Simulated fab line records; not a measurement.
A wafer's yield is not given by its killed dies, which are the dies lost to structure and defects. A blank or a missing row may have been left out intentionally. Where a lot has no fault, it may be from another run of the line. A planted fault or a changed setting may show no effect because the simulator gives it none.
fab line records ; flow n5Finfet
record: lots: 4; wafers: 11; lastDay: 17
route steps=1938 shown BEOL_M4@1099 BEOL_M5@1112 BEOL_M12@1602 PASSIVATION@1936
lots with no fault: from the same line, run without faults
startH: start of the lot's first displayed wafer, in hours after the record's first day ; waitH: how many hours have passed since the lot's step before this one ; " the same as in the row above ; L1.1+2: a row that stands for several wafers ; - value missing, or start not given ; * or withheld: withheld ; < > ~ a bound
route shown NAME@n: a module of which the file shows steps, and the number in the route of the first ; usual: mean and standard deviation over wafers with no fault ; same: alike in all rows ; chamber/n: place in a boat ; sites: per-site readings ; _std_site: the values' standard deviation ; _edge_site: mean of outer sites minus mean of inner sites ; radiusMm: for every site, how far away it sits from the centre of the wafer ; mask NAME#n: copy n ; behind: tool/chamber where the wafer was last shaped ; hold: the reason the lot was held/the length of the hold in hours/how it ended ; device: the n, p or np transistor that did not switch ; end of line: tests of these same wafers at the route's end ; for a step that has no rows: nothing shown but its recipe ; killed: at the first sort, the dies lost to defects and structure; wafer yield is something else ; map: per-die view of a wafer (x killed, . not killed, _ where there is no die)
set.NAME: the run value of the setting; set.NAME@STEP: its run value at that earlier step ; model.NAME: the simulator's own value behind a step, which no gauge read
lots at selected steps of the route; one table per step, one row per wafer
services: when a tool's chamber went out of use (startH, in hours from the record's first day, below 0 if earlier), for how many hours, and the reason
== steps ==
step: N5_BEOL_M4_ANNEAL_95
recipe: tempC: 400; timeS: 240; ambient: vacuum
step: N5_BEOL_M4_SPUTTER_96
recipe: material: Cu; targetThkA: 45; tempC: -20; chamberPressurePa: 0.07; powerW: withheld; timeS: 8.29
step: N5_BEOL_M4_ECD_50
recipe: material: Cu; targetThkA: 3000
step: N5_BEOL_M4_ANNEAL_51
recipe: tempC: 225; timeS: 90; ambient: N2
step: N5_BEOL_M4_CMP_52
recipe: stopOn: SiOC; tOverpolishS: 6.8; downForcePsi: 1; platenRpm: 50; clearingPlatenDownForcePsi: 1.5; clearingPlatenRpm: 50; postCmpClean: cuAlkaline; targetThkNm: 40; clearingPlatenPadVelocityMS: 0.99484; padVelocityMS: 0.99484
step: N5_BEOL_M4_PRE_CLEAN_60
recipe: gas: NH3/H2; timeS: 15; tempC: *; rfPowerW: 300
step: N5_BEOL_M4_CO_CAP_55
recipe: material: Co; targetThkA: 20; tempC: 200; precursor: CCTBA/H2; pressureTorr: 30; timeS: 102.1
step: N5_BEOL_M4_PRE_CLEAN_56
recipe: gas: NH3; timeS: 15; tempC: withheld; rfPowerW: 300
step: N5_BEOL_M4_DEP_57
recipe: material: SiCN; targetThkA: 80; tempC: withheld; precursor: 3MS/NH3; pressureTorr: 3; rfW: 202; timeS: 14
step: N5_BEOL_M4_RC_MEAS_101
usual: DIBL_N: 36.2/1.5; DIBL_P: 36.4/2.1; IOFF_N: 0.16/0.031; IOFF_P: 0.21/0.037; ION_N: 679/11; ION_P: 465/7.7; SS_N: 71.4/0.55; SS_P: 73.2/0.63; VT_N: 249/3.3; VT_P: -250/3.4
lot.wafer;tool;chamber;startH;waitH;DIBL_N[mV/V];DIBL_P[mV/V];IOFF_N[nA/um];IOFF_P[nA/um];ION_N[uA/um];ION_P[uA/um];SS_N[mV/dec];SS_P[mV/dec];VT_N[mV];VT_P[mV]
L802.3;prober-02;0;184.24;0.3;36.8;39.7;0.18;0.25;673;464;71.8;73.2;249;-249
L802.4;prober-02;0;184.24;0.3;33.4;35.8;0.12;0.19;670;460;71.2;72.1;251;-252
L802.6;prober-02;0;184.24;0.3;36.8;40.4;0.18;0.25;679;465;71.4;73.8;247;-247
L818.3;prober-02;0;283.03;0.3;36.0;35.8;0.16;0.21;680;463;71.3;73.3;248;-248
L818.4;prober-02;0;283.03;0.3;33.7;32.8;0.12;0.17;654;457;70.9;72.8;253;-250
L818.6;prober-02;0;283.03;0.3;35.7;36.9;0.16;0.24;673;464;71.1;73.3;249;-249
L819.2;prober-01;0;285.28;0.2;36.7;35.7;0.15;0.22;666;459;71.3;73.4;250;-250
L819.3;prober-01;0;285.28;0.2;36.0;34.8;0.14;0.22;679;472;71.7;73.5;251;-248
L819.5;prober-01;0;285.28;0.2;34.3;33.2;0.13;0.19;671;472;70.9;72.1;253;-252
L820.1;prober-01;0;307.93;0.0;37.4;37.0;0.17;0.22;688;467;72.1;73.5;249;-249
L820.6;prober-01;0;307.93;0.0;38.5;38.8;0.21;0.26;697;472;71.8;73.5;245;-246
step: N5_BEOL_M5_ILD_DEP_00
recipe: material: SiCOH_lowk; targetThkA: 1406.4; tempC: 300; precursor: DEMS/porogen; pressureTorr: 5; rfW: 500; timeS: 25.9
step: N5_BEOL_M5_CURE_79
recipe: tempC: 385; timeS: 240; ambient: He/Ar; material: SiCOH_lowk
step: N5_BEOL_M5_PECVD_70
recipe: material: SiO2; targetThkA: 160; tempC: 400; precursor: TEOS/O2; pressureTorr: 5.5; rfW: 450; teosFlowSccm: 53.8; gas: O2; flowSccm: 3000; timeS: 18
step: N5_BEOL_M5_HM_DEP_02
recipe: material: TiN; targetThkA: 200; tempC: 25; chamberPressurePa: 0.49996
step: N5_BEOL_M5_COAT_59
recipe: resist: SOC; tempC: 250; timeS: 60; spinRpm: 1500; resistThkNm: 60
step: N5_BEOL_M5_COAT_60
recipe: resist: SiARC; tempC: 220; timeS: 60; spinRpm: 1500; resistThkNm: 12
step: N5_BEOL_M5_COAT_71
recipe: resist: underlayer; tempC: 205; timeS: 60; spinRpm: 1500; resistThkNm: 5
step: N5_BEOL_M5_COAT_05
recipe: resist: CAR-EUV; spinRpm: 1500; resistThkNm: 30
step: N5_BEOL_M5_EBR_07
recipe: solvent: PGMEA; ebrWidthMm: 1.5
step: N5_BEOL_M5_SOFTBAKE_06
recipe: tempC: 110; timeS: 60; resist: CAR-EUV
step: N5_BEOL_M5_EXPOSE_08
recipe: maskId: M5; na: 0.33; sourceShape: annular; sigmaInner: 0.4; sigmaOuter: 0.8; polarization: unpolarized; targetCdNm: 28; doseMj: 35.75
step: N5_BEOL_M5_PEB_09
recipe: pebTempC: 100; pebTimeS: 60; resist: CAR-EUV
step: N5_BEOL_M5_DEVELOP_10
recipe: developTimeS: 30; developer: TMAH; resist: CAR-EUV; rinseLiquid: surfactantRinse; dry: airSpin; devTempC: 23
step: N5_BEOL_M5_DESCUM_16
recipe: chemistry: O2; timeS: 7; sourcePowerW: 50; biasPowerW: 20; pressureMtorr: 20; rfFrequencyHz: 2.712e+07; tempC: 40; resist: CAR-EUV; o2FlowSccm: 225
step: N5_BEOL_M5_ETCH_72
recipe: chemistry: N2/H2; target: underlayer; targetDepthA: 65; maskMaterial: CAR-EUV; timeS: 5.2; ionEnergyEv: 200; pressureMtorr: 30; sourceW: 840; biasW: 150; n2FlowSccm: 200; h2FlowSccm: 200; ends: cleared
step: N5_BEOL_M5_ETCH_61
recipe: chemistry: CF4; target: SiARC; targetDepthA: 156; maskMaterial: CAR-EUV; timeS: 26; ionEnergyEv: 80; pressureMtorr: 40; sourceW: 545; biasW: 36; Ar_flow_sccm: 100; cf4FlowSccm: 100; ends: cleared
step: N5_BEOL_M5_ETCH_62
recipe: chemistry: N2/H2; target: SOC; targetDepthA: 750; overetchA: 150; maskMaterial: SiARC; tempC: 40; timeS: 112.5; ionEnergyEv: 200; pressureMtorr: 30; sourceW: 840; biasW: 150; n2FlowSccm: 200; h2FlowSccm: 200
step: N5_BEOL_M5_STRIP_63
recipe: chemistry: N2/H2; tempC: 40; n2FlowSccm: 200; h2FlowSccm: 200; rfFrequencyHz: 6e+07
step: N5_BEOL_M5_STRIP_73
recipe: chemistry: N2/H2; tempC: 40; n2FlowSccm: 200; h2FlowSccm: 200; rfFrequencyHz: 6e+07
step: N5_BEOL_M5_STRIP_64
recipe: chemistry: CF4; resist: SiARC; powerW: 300; biasPowerW: 75; pressureMtorr: 50; cf4FlowSccm: 150; rfFrequencyHz: 6e+07
step: N5_BEOL_M5_HM_OPEN_17
recipe: chemistry: Cl2/BCl3; targetDepthA: 200; overetchA: 60; target: TiN; maskMaterial: SOC; ionEnergyEv: 150; pressureMtorr: 10; icpW: 1000; biasW: 126; Cl2_flow_sccm: 53.25; bcl3FlowSccm: 21.75; Ar_flow_sccm: 25
step: N5_BEOL_M5_STRIP_19
recipe: chemistry: O2; powerW: 400; tempC: 40; pressureMtorr: 30; rfFrequencyHz: 6e+07; biasPowerW: 0; overashFraction: 0.2; o2FlowSccm: 225
step: N5_BEOL_M5_COAT_65
recipe: resist: SOC; tempC: 250; timeS: 60; spinRpm: 1500; resistThkNm: 60
step: N5_BEOL_M5_COAT_66
recipe: resist: SiARC; tempC: 220; timeS: 60; spinRpm: 1500; resistThkNm: 12
step: N5_BEOL_M12_ILD_DEP_00
recipe: material: SiOC; targetThkA: 6589.2; tempC: 350; precursor: DEMS/O2; pressureTorr: 5; rfW: 500; timeS: 130.7
usual: heaterPowerW: 476/66; showerheadPlenumPTorr: 5.685/0.015; throttleValvePct: 12.0/0.58
lot.wafer;tool;chamber;startH;waitH;heaterPowerW;showerheadPlenumPTorr;throttleValvePct
L802.3;pecvd-04;2;246.15;0.0;518;5.699;11.1
L802.4;pecvd-04;0;246.15;0.0;421;5.670;12.5
L802.6;pecvd-04;1;246.15;0.0;451;5.700;11.7
L818.3;pecvd-04;1;355.10;0.0;466;5.715;12.1
L818.4;pecvd-04;2;355.10;0.0;566;5.695;11.2
L818.6;pecvd-04;1;355.10;0.0;501;5.698;11.9
L819.2;pecvd-04;2;361.22;0.0;552;5.703;11.2
L819.3;pecvd-04;1;361.22;0.0;476;5.694;12.0
L819.5;pecvd-04;1;361.22;0.0;494;5.710;12.1
L820.1;pecvd-01;0;379.84;0.0;513;5.670;12.3
L820.6;pecvd-01;2;379.84;0.0;523;5.680;11.4
step: N5_BEOL_M12_THK_MEAS_01
recipe: reads: SiOC_of_BEOL_M12_ILD_DEP_00
usual: M12_ILD_THK: 662/9.9
lot.wafer;tool;chamber;startH;waitH;M12_ILD_THK[nm]
L802.3;filmMetro-01;-;246.29;0.1;653
L802.4;filmMetro-01;-;246.29;0.1;672
L802.6;filmMetro-01;-;246.29;0.1;677
L818.3;filmMetro-01;-;355.23;0.1;666
L818.4;filmMetro-01;-;355.23;0.1;572
L818.6;filmMetro-01;-;355.23;0.1;681
L819.2;filmMetro-01;-;361.35;0.1;555
L819.3;filmMetro-01;-;361.35;0.1;656
L819.5;filmMetro-01;-;361.35;0.1;668
L820.1;filmMetro-02;-;379.97;0.1;650
L820.6;filmMetro-02;-;379.97;0.1;657
step: N5_BEOL_M12_OCD_MEAS_35
usual: trenchDepthNm: 320/4.6
lot.wafer;tool;chamber;startH;waitH;trenchDepthNm
L802.3;ocd-02;-;248.23;0.0;324
L802.4;ocd-02;-;248.23;0.0;319
L802.6;ocd-02;-;248.23;0.0;318
L818.3;ocd-01;-;357.18;0.0;318
L818.4;ocd-01;-;357.18;0.0;231
L818.6;ocd-01;-;357.18;0.0;318
L819.2;ocd-02;-;363.44;0.0;228
L819.3;ocd-02;-;363.44;0.0;326
L819.5;ocd-02;-;363.44;0.0;323
L820.1;ocd-01;-;381.93;0.0;313
L820.6;ocd-01;-;381.93;0.0;313
step: N5_PASSIVATION_PROBE_49
usual: defectLimitedYield: 91.3/1.3; killed_at_M0_to_M3: 36/12; killed_at_M4_up: 13/4.6; killedAtContacts: 13/5.4; killedAtFrontEnd: 37/10; killedAtOther: 3.6/2.9; killedDies: 102/15; killedOpen: 67/12; killedShort: 33/7.5; sort_bin_5_function: 5.1/0.93; sort_bin_6_memory: 3.2/0.62; sortNPass: 1078/15; sortYieldPct: 91.3/1.3
same: grossDies: 1180; killedAtBackSide: 0; sort_bin_4_leakage[%]: 0; sort_bin_8_speed[%]: 0
lot.wafer;tool;chamber;startH;waitH;defectLimitedYield[%];killed_at_M0_to_M3;killed_at_M4_up;killedAtContacts;killedAtFrontEnd;killedAtOther;killedDies;killedOpen;killedShort;sort_bin_5_function[%];sort_bin_6_memory[%];sortNPass;sortYieldPct[%]
L818.4;prober-02;-;395.21;0.2;75.2;61;197;7;25;3;293;59;33;20.3;3.4;887;75.2
L819.2;prober-01;-;400.27;0.1;75.6;48;173;18;48;1;288;74;33;19.7;3.5;892;75.6
killed by level:class
L818.4 BEOL_M12:areaEtch=188 BEOL_M0_SAQP:geometricParticle:open=22 BEOL_M0_SAQP:geometricParticle:short=18 HKMG_FIN:areaEtch=13 BEOL_M3:geometricParticle:open=7 MOL_CONTACT_COAG:geometricParticle:open=6 BEOL_M1:geometricParticle:open=6 GATE_CUT:geometricParticle:short=3
L819.2 BEOL_M12:areaEtch=169 BEOL_M0_SAQP:geometricParticle:open=26 MOL_CONTACT_COAG:geometricParticle:open=18 BEOL_M0_SAQP:geometricParticle:short=16 HKMG_FIN:areaEtch=11 FIN_SAQP:geometricParticle:open=9 STI_FIN_REVEAL:geometricParticle:open=7 GATE_CUT:geometricParticle:short=5
map L818.4 (x killed, . not)
_________________.......x....________________
______________..........x......._____________
___________.......x...x............__________
__________...x....x....x............_________
________.x...x........................_______
_______x.....................x....x...x______
______....x...................x.......xx_____
_____..x...x.......xxxxxxx...............____
____.........x....xxxxxxxxxxx.............___
___...x.....x..xx.xx.xxxxxxxxxx............__
___.x.............x.xxxxxxxxxx.x...........__
__.............x....x..xxxxxxx.............._
__....x...........xx.xxxxxxxx.x.........x..._
_..x.x...x......x.xxxxxxxxx.x................
_x......x.......x.xxx.xxxxxxx.x.xxx..x.......
_.............x..x.xxxxxxxx....x..x..x......x
_x...........xxx..xx.xxxx.x.x...x.x.....x....
_..........xxx.x.xxxx.xxxx.....x..x.......xx.
_xx.x........xxxxx.xx.x..x....x.....x........
_..xx.........x..xxxx.xxx...x.....x.x......x.
_.....x......x..x.x..x.x..x.x...............x
__............xxxx.xxx..x....x..x...x......._
__x.xx........x.x........x....x............._
___..........xx.xxxxxxx.xx...xx............__
___....x....x..xxxxxxxxx.xxxxxx............__
____x.x.x.x.....xxxxxxxxx.x.x.x....xx.....___
_____............xxxxxxx..x........x.....____
______.................................._____
_______x..................xx......x...x______
________..x.x............x............_______
__________...............x.......x.._________
___________........................__________
______________...........x......_____________
_________________..xx.x.x....________________
map L819.2 (x killed, . not)
_________________............________________
______________.................._____________
___________......x.......x..x......__________
__________x..................x......_________
________.......................xx.x..._______
_______...x...................x........______
______........................x........._____
_____.............xxxxxxxxxx.x...........____
____.xx..........xxx..xxxx....x...xx.x....___
___..x...x....x.xx.x.xx..x.................__
___.......x....x....x....x...x........x....__
__...........x.x....x.xx...xx...x..........._
__.....x....x.xxxxxxx..x..x....x........x..._
_..........xxxx.xxx..xxxx..xx.x..............
_...x......xxxxxx.xx.xxxx..x.................
_..........x.xx.xx.xxxxxxxx...x.x...x....x.x.
_..........xxxxxxxx..x..x...x.x.xxxx.......xx
_..........xxxxxx.xx.xxxxxxxxxxxxx...xx......
_..........xxxxxx.xx.x..xxxxxx.x.xx......x...
_x.x..x....x.x....xx...x.xxx.x.xxxx...x.x....
_.x.x.....x.xx.x...xxxxxxxxxxxxx.x...........
__..........x..x.x..xxx.xx.x.x.x............_
__..............x...x..x...xx..xxx.........x_
___..........x......x..x..x.............x..__
___.x.....xx.............x.xx.............x__
____...................xx.x.x....x..x.....___
_____.x.....x.x........x.xx.....xx.......____
______...x...x.....x...................._____
_______....................x.x.x.x.....______
________...........xx................._______
__________......x.x........x.x.x...x_________
___________.xx................x....__________
______________..x..x....x..x...x_____________
_________________.....xxx..x.________________
== services ==
tool;chamber;startH;hours;kind
pecvd-01;0;224.96;5.5;scheduledDown
pecvd-01;2;241.33;7.7;repair
pecvd-04;0;291.15;4.5;repair
pecvd-01;1;296.35;2.1;scheduledDown
pecvd-01;-;302.76;6.0;pm
pecvd-04;0;364.57;16.5;scheduledDown
== key ==
firstSign: step: N5_BEOL_M12_THK_MEAS_01; reading: M12_ILD_THK; direction: down; sigmas: 9.9; usual: 662; struck: 563
effect: step: N5_BEOL_M12_OCD_MEAS_35; reading: trenchDepthNm; direction: down; sigmas: 19; usual: 320; struck: 230
effect: step: N5_PASSIVATION_PROBE_49; reading: killed_at_M4_up; direction: up; sigmas: 38; usual: 13; struck: 185
moreKillsBornAt: N5_BEOL_M12_VIA_ETCH_16@rieDiel-03: 357
metAt N5_BEOL_M12_ILD_DEP_00
struckWafers L818.4,L819.2
baselineLoss: step: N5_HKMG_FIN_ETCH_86; wafers: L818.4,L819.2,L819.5
onsetBetween 246.15 355.10
fault: kind: siteProfileDrift; tool: pecvd-04; chamber: 2; onsetH: 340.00; steps: N5_BEOL_M12_ILD_DEP_00; basis: fraction; maxAbsDrift: 0.34132; slopeSharePerHr: 75.849; sitePattern: 0,0,0,0,0,-1,-1,-1,-1
baselineLoss: these wafers lose ten dies or more at that step, a loss of the line's own and not of a fault; the sort's usual values leave them out
